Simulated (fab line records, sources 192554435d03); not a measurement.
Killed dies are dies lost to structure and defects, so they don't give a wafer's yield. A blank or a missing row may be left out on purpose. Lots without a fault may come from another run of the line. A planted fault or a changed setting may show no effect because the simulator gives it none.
A struck lot beside a sound one | flow n5_finfet | 16 steps out of a route of 1938
Sound: wafers L422.3, L422.5, L422.6. Struck: wafers L418.1, L418.3, L418.5. The cause comes at the end.
At each step with rows: each side's tool, then ch and its chambers, then its first start. Under that, the readings that differ: sound wafers | struck wafers | difference of the means | sigmas: that difference in standard deviations of wafers without a fault.
alike: readings whose means differ by less than 2 such deviations, and words and numbers that are the same on both sides. not compared: withheld readings, readings that some wafer has no value for, bounds like >300 that may hide the same value, and numbers for which the record gives no deviation and whose values overlap.
The two part at a step that has a row with sigmas, a row that says differs or no value, or rows on one side only. Numbers that don't overlap but have no deviation are shown without sigmas and don't part them. A reading that every wafer of one side lacks parts them only if that side has two wafers or more.

first, 5 steps without rows for these wafers: N5_SD_EPI_P_SRD_49 (time 30 s); N5_SD_EPI_P_PRECLEAN_24 (cleans in O3/DIW, time 45 s); N5_SD_EPI_P_PRECLEAN_32 (cleans in dHF, time 10 s); N5_SD_EPI_P_PRECLEAN_33 (cleans in SC2, time 45 s); N5_SD_EPI_P_SRD_25 (time 30 s).
N5_SD_EPI_P_INSPECT_26: inspects for defects (darkfield).
  sound on defect_inspect-01, day 6 23:08; struck on defect_inspect-02, day 5 23:45
  alike: raw_defect_count
N5_SD_ACTIVATION_RTA_00: time 0 s.
  sound on rtp_anneal-01 ch 0, day 6 23:13; struck on rtp_anneal-01 ch 0, day 5 23:47
  alike: lamp_power_pct, lamp_zone_1_pct, wafer_temp_C_max
N5_SD_ACTIVATION_LSA_01: time 0.0008 s.
  sound on laser_anneal-01 ch 0, day 6 23:25; struck on laser_anneal-01 ch 0, day 5 23:59
  alike: wafer_temp_C_max
N5_SD_ACTIVATION_RS_MEAS_03: measures by four-point-probe.
  sound on film_metro-01, day 6 23:37; struck on film_metro-01, day 6 00:11
  alike: RS_SD_N, RS_SD_P
N5_SD_ACTIVATION_INSPECT_02: inspects for defects (darkfield).
  sound on defect_inspect-01, day 6 23:53; struck on defect_inspect-01, day 6 00:30
  alike: raw_defect_count
N5_ILD0_LINER_00: material SiNx, target thk 4 nm, pulse time 1 s, purge time 2 s.
  sound on ald_sin-04 ch 0,2,3, day 7 00:39; struck on ald_sin-04 ch 2,3, day 6 01:08
  alike: chamber_pressure_Torr, heater_power_w, precursor_pulse_height_rel
N5_ILD0_FCVD_FILL_01: material SiO2 flowable, target thk 200 nm, time 328.3 s.
  sound on fcvd-02 ch 0,1, day 7 01:11; struck on fcvd-01 ch 0,1, day 6 02:05
  alike: chamber_pressure_Torr
then, 1 step without rows for these wafers: N5_ILD0_CURE_02 (time 1800 s).
N5_ILD0_CMP_03: polishes, stops on SiNx, t overpolish 1.9 s, target thk 197.38 nm.
  sound on cmp-04 ch 2,3, day 7 03:03; struck on cmp-01 ch 0,3, day 6 04:02
  reading                | sound    | struck      | difference | sigmas
  time_to_endpoint_s (s) | 64 63 61 | 128 133 135 | +69        | +18
  alike: motor_current_A, overpolish_run_s
N5_ILD0_THK_MEAS_04:
  sound on film_metro-01, day 7 03:19; struck on film_metro-01, day 6 04:20
  alike: thk_nm
-- the record jumps here: 10 days lie between the struck wafers' starts before and after (it left off in module ILD0 and takes up again in module PASSIVATION, whose first step shown is number 1936 of the route) --
N5_PASSIVATION_PROBE_49:
  sound on prober-01, day 17 08:19; struck on prober-01, day 16 16:14
  reading               | sound       | struck      | difference | sigmas
  killed_short          | 41 36 48    | 34 25 23    | -14        | -2
  sort_bin_6_memory (%) | 4.2 4.4 6.2 | 3.6 3.6 3.0 | -1.5       | -3
  alike: defect_limited_yield, killed_at_M0_to_M3, killed_at_M4_up, killed_at_contacts, killed_at_front_end, killed_at_other, killed_dies, killed_open, sort_bin_5_function, sort_bin_8_speed, sort_n_pass

WHERE THEY PART
First at N5_ILD0_CMP_03; last, within this record, at N5_PASSIVATION_PROBE_49.

WHY: what the simulator had put in
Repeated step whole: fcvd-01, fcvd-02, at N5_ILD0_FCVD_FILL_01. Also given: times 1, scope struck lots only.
